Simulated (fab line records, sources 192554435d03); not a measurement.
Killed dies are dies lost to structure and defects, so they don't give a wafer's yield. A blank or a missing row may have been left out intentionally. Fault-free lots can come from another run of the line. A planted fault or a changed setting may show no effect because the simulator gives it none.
fab line records	flow n5_finfet
record lots=6	wafers=18	last_day=16
route steps=1938 shown FIN_SAQP@122 BEOL_M4@1111
lots that met no fault: from a run of the same line without faults
start_h: hours from the record's opening day to when the first of the lot's shown wafers began	wait_h: hours since the lot's step before	" as in the row above	L1.1+2: one row covering several wafers at once	- either no value or no given start	* or withheld: withheld	< > ~ a bound
route shown NAME@n: a module of which the file shows steps, and the number in the route of the first	usual: average and standard deviation across the fault-free wafers	same: alike in all rows	chamber/n: place in a boat	sites: each site's reading	_std_site: standard deviation of those values	_edge_site: outer sites' mean less inner sites'	radius_mm: how far each site lies from the wafer's centre	mask NAME#n: copy n	behind: tool/chamber where the wafer was last shaped	hold: what put the lot on hold/how long, in hours/how the hold closed	device: the transistor (n, p or np) that didn't switch	end of line: the same wafers' tests at the end of the route	where a step has no rows: the recipe by itself	killed: dies lost to structure and defects at the first sort, not the wafer's yield	map: dies across one wafer; x = killed, . = not, _ = none there
set.NAME: setting as actually run; set.NAME@STEP: the setting as run at that earlier step	model.NAME: the simulator's own value behind a step, which no gauge read
certain route steps with their lots: each step a table, each wafer a row
services: from which hour (start_h, from the record's first day; less than 0 if before it) a tool's chamber was out of use, for how many hours, and why
## steps
# step N5_FIN_SAQP_STRIP_23
# recipe chemistry=SPM	time_s=750	temp_c=130	h2so4_h2o2_vol_ratio=4
# step N5_FIN_SAQP_SRD_66
# recipe dry=ipa_marangoni	time_s=30	temp_c=23	rinse_liquid=diw
# step N5_FIN_SAQP_RECESS_75
# recipe chemistry=HF/NH3	target=SiO2	target_depth_a=144	afs_cycles=3	temp_c=30	sublimation_temp_c=180	sublimation_time_s=60
# step N5_FIN_SAQP_SPACER1_ALD_24
# recipe material=SiO2	target_thk_a=203	temp_c=300	ald_precursor_family=BDEAS	ald_co_reactant=O2-plasma	pulse_time_s=1	purge_time_s=2	co_reactant_purge_time_s=2	ald_cycles=218	pressure_torr=2
# usual heater_power_w=454/51	precursor_pulse_height_rel=1.002/0.018
lot.wafer	tool	chamber	start_h	wait_h	heater_power_w	precursor_pulse_height_rel	since_wet_clean_h
L947.2	ald_sin-01	0	48.39	1.7	469	0.991	41
L947.4	"	2	"	"	502	1.013	41
L947.5	"	2	"	"	510	0.989	-
L949.2	ald_sin-02	0	60.06	1.7	438	1.055	341
L949.3	"	2	"	"	419	1.029	341
L949.4	"	1	"	"	418	0.986	341
L958.3	ald_sin-04	0	114.91	0.8	472	1.013	304
L958.5	"	1	"	"	422	1.015	-
L958.6	"	0	"	"	469	1.013	-
L960.4	ald_sin-02	2	125.23	0.7	444	1.025	-
L960.5	"	1	"	"	396	0.992	-
L960.6	"	0	"	"	400	0.989	-
L962.1	ald_sin-02	2	137.05	0.5	455	1.024	38
L962.5	"	2	"	"	431	0.988	-
L962.6	"	3	"	"	424	1.012	-
L963.1	ald_sin-02	0	143.01	0.3	393	1.030	44
L963.2	"	1	"	"	399	1.003	44
L963.3	"	3	"	"	444	1.004	44
# step N5_FIN_SAQP_SPACER1_ETCHBACK_25
# recipe chemistry=CHF3/O2	mode=anisotropic_etchback	target=SiO2	target_depth_a=244	time_s=12.2	pressure_mtorr=30	source_w=650	bias_w=170	Ar_flow_sccm=200	CHF3_flow_sccm=50	O2_flow_sccm=5	ion_energy_ev=200
# step N5_FIN_SAQP_MANDREL1_REMOVE_56
# recipe chemistry=HBr/Cl2/O2	bt_time_s=10	target=a-Si	stop_on=SiNx	endpoint=OES-SiCl	over_etch_frac=1	icp_w=600	bias_w=22	HBr_flow_sccm=150	Cl2_flow_sccm=80	O2_flow_sccm=5	pressure_mtorr=10
# step N5_FIN_SAQP_CD_MEAS_27
# recipe target_cd_nm=20	landing_energy_ev=1000	detector=se_inlens	polarity=line
# usual cd_nm=20.30/0.22
lot.wafer	tool	chamber	start_h	wait_h	cd_nm
L947.2	cd_sem-01	0	49.39	0.1	20.11
L947.4	"	0	"	"	20.36
L947.5	"	0	"	"	20.65
L949.2	cd_sem-02	0	60.98	0.1	20.45
L949.3	"	0	"	"	20.48
L949.4	"	0	"	"	20.14
L958.3	cd_sem-03	0	115.83	0.1	20.19
L958.5	"	0	"	"	19.87
L958.6	"	0	"	"	20.31
L960.4	cd_sem-03	0	125.81	0.1	20.22
L960.5	"	0	"	"	20.57
L960.6	"	0	"	"	20.19
L962.1	cd_sem-02	0	137.96	0.1	20.22
L962.5	"	0	"	"	20.50
L962.6	"	0	"	"	20.33
L963.1	cd_sem-01	0	143.92	0.1	20.46
L963.2	"	0	"	"	20.57
L963.3	"	0	"	"	19.87
# step N5_FIN_SAQP_ETCH_57
# recipe chemistry=CH3F/O2	target=SiNx	mask_material=SiO2	target_depth_a=325	time_s=46.4	pressure_mtorr=30	source_w=395	bias_w=73	Ar_flow_sccm=150	CH3F_flow_sccm=30	O2_flow_sccm=20	ion_energy_ev=120	ends=cleared
# usual bias_w=72.96/0.22	chamber_pressure_mTorr=30.002/0.025	drypump_motor_current_A=5.5/0.56	etch_rf_on_time_s=46.2/0.86	oes_product_au=0.68/0.077	rf_fwd_power_W=388.5/2.3	rf_vpp_V=296.9/2.9	showerhead_plenum_p_Torr=2.02/0.064	throttle_valve_pct=16.32/0.19
lot.wafer	tool	chamber	start_h	wait_h	bias_w	chamber_pressure_mTorr	drypump_motor_current_A	etch_rf_on_time_s	oes_product_au	rf_fwd_power_W	rf_hours_counter_h	rf_vpp_V	showerhead_plenum_p_Torr	throttle_valve_pct
L947.2	rie_diel-03	1	49.51	0.1	72.81	30.012	5.7	46.5	0.59	386.8	231	294.6	2.07	16.46
L947.4	"	2	"	"	73.13	29.985	5.4	47.1	0.61	389.8	203	295.1	1.98	16.35
L947.5	"	1	"	"	72.90	29.980	5.7	46.6	0.59	387.0	-	294.9	2.07	16.45
L949.2	rie_diel-02	1	61.03	0.0	72.80	30.011	4.9	46.1	0.74	386.4	43	297.0	2.03	16.04
L949.3	"	2	"	"	72.90	30.060	5.5	46.8	0.59	389.2	234	296.3	1.98	16.48
L949.4	"	3	"	"	72.97	29.997	4.7	47.4	0.66	388.8	-	296.9	2.00	16.31
L958.3	rie_diel-02	3	115.87	0.0	72.55	30.023	4.7	45.6	0.64	386.6	173	297.7	2.00	16.36
L958.5	"	1	"	"	72.74	30.013	4.9	46.1	0.72	385.9	-	296.8	2.02	16.07
L958.6	"	3	"	"	72.84	29.960	4.7	46.6	0.65	385.3	-	295.5	2.00	16.37
L960.4	rie_diel-02	3	125.91	0.1	73.17	30.004	4.7	47.3	0.64	386.7	-	296.7	2.00	16.38
L960.5	"	0	"	"	73.00	30.001	6.2	47.2	0.57	392.3	-	290.4	1.89	16.53
L960.6	"	1	"	"	73.20	30.046	4.9	47.4	0.71	387.2	-	295.3	2.02	16.08
L962.1	rie_diel-03	2	138.12	0.2	72.70	30.000	5.4	46.8	0.59	391.4	238	294.9	1.96	16.40
L962.5	"	1	"	"	72.94	30.009	5.7	47.0	0.82	388.6	-	293.9	2.06	16.03
L962.6	"	2	"	"	72.58	29.994	5.4	47.5	0.59	389.6	-	294.7	1.96	16.41
L963.1	rie_diel-02	1	143.97	0.0	72.67	29.983	4.9	46.3	0.70	384.1	75	297.7	2.02	16.09
L963.2	"	2	"	"	72.88	30.036	5.5	46.9	0.80	389.2	7	296.1	1.97	16.06
L963.3	"	3	"	"	72.65	30.012	4.7	47.2	0.63	389.5	184	296.4	1.99	16.39
# step N5_FIN_SAQP_ETCH_65
# recipe chemistry=CF4	target=SiO2	target_depth_a=40	ion_energy_ev=350	time_s=4.4	pressure_mtorr=10	icp_w=800	bias_w=400	cf4_flow_sccm=80
# usual bias_w=400.1/1.2	chamber_pressure_mTorr=10.001/0.0086	drypump_motor_current_A=5.6/0.46	he_backside_leak_sccm=2.8/0.31	oes_product_au=0.995/0.014	rf_fwd_power_W=788/3.4	throttle_valve_pct=21.93/0.14
lot.wafer	tool	chamber	start_h	wait_h	bias_w	chamber_pressure_mTorr	drypump_motor_current_A	he_backside_leak_sccm	oes_product_au	rf_fwd_power_W	rf_hours_counter_h	throttle_valve_pct
L947.2	rie_si-03	0	49.61	0.1	398.5	10.002	4.9	2.9	0.982	787	158	22.01
L947.4	"	2	"	"	399.0	9.997	5.8	2.6	0.993	790	64	22.10
L947.5	"	2	"	"	398.5	9.990	5.9	2.8	0.999	791	-	22.10
L949.2	rie_si-03	2	61.14	0.1	400.4	9.992	5.8	2.8	1.006	792	65	22.12
L949.3	"	0	"	"	399.5	9.994	4.9	4.7	0.987	789	-	22.02
L949.4	"	2	"	"	400.4	9.991	5.8	2.9	1.000	791	-	22.13
L958.3	rie_si-03	0	115.98	0.1	397.6	10.001	4.9	2.8	0.982	786	160	22.02
L958.5	"	0	"	"	399.6	10.001	4.9	2.8	0.982	785	-	22.00
L958.6	"	3	"	"	398.3	9.992	5.9	2.6	0.984	783	-	21.93
L960.4	rie_si-03	2	125.97	0.0	400.2	9.996	5.9	2.9	1.000	787	66	22.13
L960.5	"	0	"	"	401.7	10.000	4.9	2.9	0.984	792	-	22.02
L960.6	"	3	"	"	398.9	9.984	5.8	2.5	0.987	790	-	21.94
L962.1	rie_si-03	2	138.23	0.1	399.7	10.000	5.9	2.6	1.005	789	66	22.12
L962.5	"	1	"	"	398.9	9.995	5.4	3.1	0.996	787	-	21.90
L962.6	"	2	"	"	399.0	10.009	5.8	2.8	1.012	792	-	22.12
L963.1	rie_si-03	2	144.08	0.1	399.4	9.997	5.8	3.0	1.012	790	66	22.13
L963.2	"	3	"	"	400.3	10.017	5.8	2.9	0.989	784	8	21.94
L963.3	"	0	"	"	399.8	9.990	4.9	2.9	0.993	784	160	22.02
# step N5_FIN_SAQP_MANDREL_ETCH_58
# recipe chemistry=HBr/Cl2	target=a-Si	target_depth_a=450	bt_time_s=10	stop_on=SiNx	mask_material=SiO2	over_etch_frac=0.8	time_s=27	pressure_mtorr=10	icp_w=800	bias_w=75	HBr_flow_sccm=150	Cl2_flow_sccm=80	ends=end_point
# usual HBr_flow_sccm=149.9/0.44	bias_w=75.02/0.22	chamber_pressure_mTorr=10.001/0.0091	drypump_motor_current_A=5.6/0.46	he_backside_leak_sccm=2.79/0.21	oes_product_au=0.695/0.012	rf_fwd_power_W=793/3	throttle_valve_pct=35.76/0.2
lot.wafer	tool	chamber	start_h	wait_h	HBr_flow_sccm	bias_w	chamber_pressure_mTorr	drypump_motor_current_A	he_backside_leak_sccm	oes_product_au	rf_fwd_power_W	rf_hours_counter_h	throttle_valve_pct
L947.2	rie_si-03	0	49.65	0.0	150.4	74.64	10.002	4.9	2.93	0.679	792	158	35.94
L947.4	"	2	"	"	149.9	75.41	10.006	5.8	2.65	0.708	793	64	36.02
L947.5	"	2	"	"	149.3	75.02	9.991	5.8	2.57	0.708	790	-	36.01
L949.2	rie_si-03	2	61.18	0.0	150.0	74.94	9.987	5.8	2.69	0.702	792	65	36.00
L949.3	"	0	"	"	150.1	74.87	10.002	4.9	2.99	0.691	791	-	35.94
L949.4	"	2	"	"	149.3	74.97	10.013	5.8	2.73	0.693	795	-	36.03
L958.3	rie_si-03	0	116.01	0.0	150.6	74.76	9.983	4.9	2.91	0.686	796	160	35.95
L958.5	"	0	"	"	150.3	74.71	10.002	4.9	2.79	0.692	797	-	35.94
L958.6	"	3	"	"	150.1	75.46	10.002	5.8	2.37	0.709	792	-	35.71
L960.4	rie_si-03	2	126.00	0.0	149.6	74.89	10.005	5.8	2.76	0.712	790	66	35.99
L960.5	"	0	"	"	149.7	75.39	10.006	4.9	2.78	0.683	794	-	35.94
L960.6	"	3	"	"	149.5	75.05	10.009	5.8	2.74	0.703	789	-	35.69
L962.1	rie_si-03	2	138.26	0.0	149.6	74.72	9.993	5.9	2.97	0.691	794	66	36.03
L962.5	"	1	"	"	149.7	74.77	9.997	5.4	2.83	0.690	801	-	35.67
L962.6	"	2	"	"	149.4	74.87	10.005	5.8	2.70	0.691	795	-	36.01
L963.1	rie_si-03	2	144.11	0.0	149.7	75.41	10.001	5.8	2.59	0.694	796	66	36.03
L963.2	"	3	"	"	149.8	74.87	10.006	5.8	2.58	0.694	792	8	35.71
L963.3	"	0	"	"	149.7	75.00	10.000	4.9	2.89	0.692	793	160	35.94
# step N5_FIN_SAQP_RECESS_63
# recipe chemistry=HF/NH3	target=SiO2	target_depth_a=180	afs_cycles=3	temp_c=30	sublimation_temp_c=180	sublimation_time_s=60
# step N5_FIN_SAQP_COAT_68
# recipe resist=SOC	temp_c=250	time_s=60	spin_rpm=1500	resist_thk_nm=100
# step N5_FIN_SAQP_ETCH_69
# recipe chemistry=N2/H2	target=SOC	target_depth_a=1500	stop_on=SiNx	ion_energy_ev=100	bias_w=61	pressure_mtorr=30	source_w=850	n2_flow_sccm=200	h2_flow_sccm=200
# usual bias_w=60.97/0.19	chamber_pressure_mTorr=29.997/0.025	drypump_motor_current_A=5.7/0.55	h2_flow_sccm=199.9/0.59	oes_product_au=0.79/0.089	rf_fwd_power_W=844/3.9	rf_vpp_V=241.2/1.3	showerhead_plenum_p_Torr=2.58/0.084	throttle_valve_pct=17.83/0.21
lot.wafer	tool	chamber	start_h	wait_h	bias_w	chamber_pressure_mTorr	drypump_motor_current_A	h2_flow_sccm	oes_product_au	rf_fwd_power_W	rf_hours_counter_h	rf_vpp_V	showerhead_plenum_p_Torr	throttle_valve_pct	model.SOC_of_FIN_SAQP_COAT_68.thk_nm
L947.2	rie_diel-04	3	50.29	-	61.21	30.013	5.4	199.9	0.95	847	7	244.8	2.72	17.43	4
L947.4	"	2	"	"	61.30	29.986	5.7	199.8	0.83	847	64	241.5	2.58	17.80	3.2
L947.5	"	1	"	"	60.96	29.996	6.6	199.0	0.79	1353	-	206.2	2.66	18.11	0
L949.2	rie_diel-04	2	61.87	-	60.91	29.983	5.7	198.0	0.83	845	68	241.2	2.58	17.80	2.8
L949.3	"	0	"	"	60.87	29.962	5.8	199.2	0.69	845	223	240.9	2.51	18.02	7.6
L949.4	"	1	"	"	61.15	29.959	6.6	201.0	0.78	1352	125	206.0	2.66	18.10	0
L958.3	rie_diel-02	1	116.54	-	60.90	29.982	4.9	200.3	0.84	844	62	241.3	2.58	17.57	5.2
L958.5	"	1	"	"	61.14	30.030	4.9	199.3	0.84	844	-	242.2	2.58	17.59	5
L958.6	"	3	"	"	61.15	29.981	4.7	200.8	0.75	843	-	240.7	2.53	17.80	4.4
L960.4	rie_diel-03	1	126.69	-	61.09	30.026	5.7	200.5	0.96	847	-	242.7	2.61	17.41	2.8
L960.5	"	0	"	"	60.98	30.015	6.0	200.7	0.87	834	-	242.4	2.69	17.76	2.4
L960.6	"	2	"	"	60.68	30.001	5.4	199.5	0.69	845	-	240.4	2.51	17.88	4.6
L962.1	rie_diel-04	3	138.79	-	60.82	29.969	5.4	199.2	0.87	844	37	241.6	2.70	17.48	4
L962.5	"	3	"	"	60.73	30.005	5.4	200.2	0.87	843	-	242.3	2.70	17.50	4.4
L962.6	"	2	"	"	60.84	30.000	5.7	199.2	0.79	847	-	239.3	2.57	17.87	4
L963.1	rie_diel-04	2	144.69	-	60.96	29.940	5.7	200.4	0.79	850	100	239.1	2.57	17.86	4.2
L963.2	"	1	"	"	61.04	30.042	6.6	199.4	0.75	843	156	242.8	2.65	18.17	5.4
L963.3	"	3	"	"	61.02	30.002	5.4	200.5	0.88	845	40	243.5	2.70	17.51	4
# step N5_FIN_SAQP_ETCH_67
# recipe chemistry=CH3F/O2	target=SiNx	target_depth_a=300	mask_material=SOC	pressure_mtorr=30	source_w=395	bias_w=73	Ar_flow_sccm=150	CH3F_flow_sccm=30	O2_flow_sccm=20	ion_energy_ev=120
# usual bias_w=72.99/0.2	chamber_pressure_mTorr=30.001/0.027	drypump_motor_current_A=5.7/0.55	oes_product_au=0.79/0.093	rf_fwd_power_W=391.2/1.7	rf_vpp_V=297/3	showerhead_plenum_p_Torr=2.03/0.065	throttle_valve_pct=16.36/0.19
lot.wafer	tool	chamber	start_h	wait_h	bias_w	chamber_pressure_mTorr	drypump_motor_current_A	oes_product_au	rf_fwd_power_W	rf_hours_counter_h	rf_vpp_V	showerhead_plenum_p_Torr	throttle_valve_pct
L947.2	rie_diel-04	3	50.35	0.0	72.63	29.971	5.4	0.96	391.1	7	299	2.13	16.05
L947.4	"	2	"	"	73.02	30.021	5.7	0.84	392.8	64	297	2.02	16.33
L947.5	"	1	"	"	72.84	29.980	6.6	0.79	391.8	-	303	2.09	16.57
L949.2	rie_diel-04	2	61.93	0.0	72.81	30.041	5.7	0.84	393.2	68	296	2.02	16.34
L949.3	"	0	"	"	72.90	29.990	5.8	0.69	389.5	223	294	1.97	16.56
L949.4	"	1	"	"	72.98	29.987	6.6	0.78	392.4	125	303	2.09	16.60
L958.3	rie_diel-02	1	116.60	0.0	72.81	29.968	4.9	0.84	391.5	63	299	2.02	16.08
L958.5	"	1	"	"	73.02	30.004	4.9	0.85	391.0	-	297	2.02	16.08
L958.6	"	3	"	"	72.89	30.011	4.7	0.75	392.2	-	296	2.00	16.38
L960.4	rie_diel-03	1	126.74	0.0	72.82	30.031	5.7	0.98	390.5	-	294	2.06	16.04
L960.5	"	0	"	"	73.02	30.011	6.0	0.88	388.9	-	298	2.11	16.17
L960.6	"	2	"	"	72.77	30.033	5.4	0.68	392.0	-	295	1.97	16.41
L962.1	rie_diel-04	3	138.85	0.0	72.84	30.046	5.4	0.88	389.9	37	299	2.12	16.11
L962.5	"	3	"	"	73.13	29.992	5.4	0.88	390.7	-	298	2.12	16.12
L962.6	"	2	"	"	72.82	30.014	5.7	0.81	387.9	-	296	2.01	16.40
L963.1	rie_diel-04	2	144.75	0.0	73.17	30.002	5.7	0.80	391.9	100	297	2.01	16.41
L963.2	"	1	"	"	73.09	30.055	6.6	0.75	392.3	156	302	2.08	16.63
L963.3	"	3	"	"	73.29	30.016	5.4	0.87	389.5	40	299	2.12	16.11
# step N5_BEOL_M4_RC_MEAS_101
# usual DIBL_N=36.2/1.4	DIBL_P=36.1/1.5	IOFF_N=0.153/0.02	IOFF_P=0.215/0.03	ION_N=672/8.6	ION_P=463/6.8	SS_N=71.5/0.47	SS_P=73.3/0.57	VT_N=250.6/2.4	VT_P=-249/3.2
lot.wafer	tool	chamber	start_h	wait_h	DIBL_N[mV/V]	DIBL_P[mV/V]	IOFF_N[nA/um]	IOFF_P[nA/um]	ION_N[uA/um]	ION_P[uA/um]	SS_N[mV/dec]	SS_P[mV/dec]	VT_N[mV]	VT_P[mV]
L947.2	prober-01	0	190.93	0.2	35.8	35.1	0.136	0.167	654	446	71.2	73.4	252.9	-256
L947.4	"	0	"	"	38.8	37.8	0.194	0.206	677	450	72.3	73.9	250.6	-253
L947.5	"	0	"	"	37.5	36.6	0.162	0.189	675	450	71.1	73.5	248.7	-252
L949.2	prober-01	0	221.48	0.2	34.3	34.7	0.138	0.226	668	469	71.3	72.8	252.9	-244
L949.3	"	0	"	"	36.4	38.1	0.179	0.274	684	477	71.9	74.1	247.6	-244
L949.4	"	0	"	"	37.2	38.4	0.186	0.291	683	476	72.1	73.5	247.1	-243
L960.4	prober-01	0	266.03	0.5	36.1	36.8	0.171	0.264	672	467	71.8	73.6	248.6	-247
L960.5	"	0	"	"	35.8	36.2	0.157	0.252	670	467	71.4	73.9	250.8	-246
L960.6	"	0	"	"	36.3	36.3	0.165	0.255	668	466	71.3	73.6	249.2	-245
L958.3	prober-02	0	269.00	0.3	36.9	36.9	0.165	0.219	683	464	71.6	73.2	247.3	-252
L958.5	"	0	"	"	36.6	36.1	0.158	0.208	666	461	72.0	73.0	249.0	-251
L958.6	"	0	"	"	35.6	35.5	0.138	0.201	667	460	71.6	73.2	251.2	-252
L962.1	prober-02	0	271.08	0.0	36.6	35.4	0.146	0.209	657	456	71.4	73.0	252.2	-252
L962.5	"	0	"	"	37.6	36.8	0.165	0.233	665	456	71.5	73.4	251.9	-250
L962.6	"	0	"	"	36.2	34.8	0.144	0.204	665	459	71.3	73.7	248.6	-251
L963.1	prober-02	0	286.65	0.0	34.9	35.0	0.122	0.182	658	455	71.6	72.9	254.1	-256
L963.2	"	0	"	"	34.4	35.0	0.121	0.175	658	461	71.9	72.4	252.2	-252
L963.3	"	0	"	"	35.4	35.5	0.130	0.185	666	460	71.5	72.8	251.6	-252
## services
tool	chamber	start_h	hours	kind
rie_diel-02	2	39.15	1.3	repair
ald_sin-04	-	43.19	9.5	repair
ald_sin-01	1	49.84	37.6	repair
rie_diel-02	0	54.35	8.7	repair
rie_si-03	3	59.19	2.3	repair
rie_si-03	1	59.50	2.0	repair
rie_si-03	1	62.74	6.8	repair
rie_diel-02	-	64.28	4.0	pm
rie_diel-03	-	65.92	2.8	pm
ald_sin-04	-	67.03	2.8	pm
ald_sin-01	2	84.94	3.2	repair
ald_sin-02	-	85.37	14.0	pm
ald_sin-02	0	85.37	14.0	vent_cycle
rie_diel-02	2	104.46	-	clean
rie_diel-02	2	104.46	-	consumable_replace:focus_ring
rie_diel-02	2	104.46	22.9	scheduled_down
rie_diel-02	2	104.46	22.9	vent_cycle
ald_sin-02	3	124.49	4.0	repair
rie_diel-03	3	130.40	1.7	repair
rie_diel-02	0	141.15	-	clean
rie_diel-02	0	141.15	-	consumable_replace:focus_ring
rie_diel-02	0	141.15	-	consumable_replace:showerhead
rie_diel-02	0	141.15	15.4	scheduled_down
rie_diel-02	0	141.15	15.4	vent_cycle
## key
first_sign step=N5_FIN_SAQP_ETCH_69	reading=rf_fwd_power_W	direction=up	sigmas=99+	usual=*	struck=*
effect step=N5_FIN_SAQP_ETCH_69	reading=rf_vpp_V	direction=down	sigmas=27	usual=241.2	struck=206.1
model_effect step=N5_FIN_SAQP_ETCH_69	value=SOC_of_FIN_SAQP_COAT_68.thk_nm	without=5.5	struck=0
met_at N5_FIN_SAQP_ETCH_69
struck_wafers L947.5,L949.4
fault kind=process_parameter_drift	tool=rie_diel-04	chamber=1	onset_h=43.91	steps=N5_FIN_SAQP_ETCH_69	channel=source_w	offset=510	shape=step	end_h=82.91	acts_in=these_recipes_only	stated=850
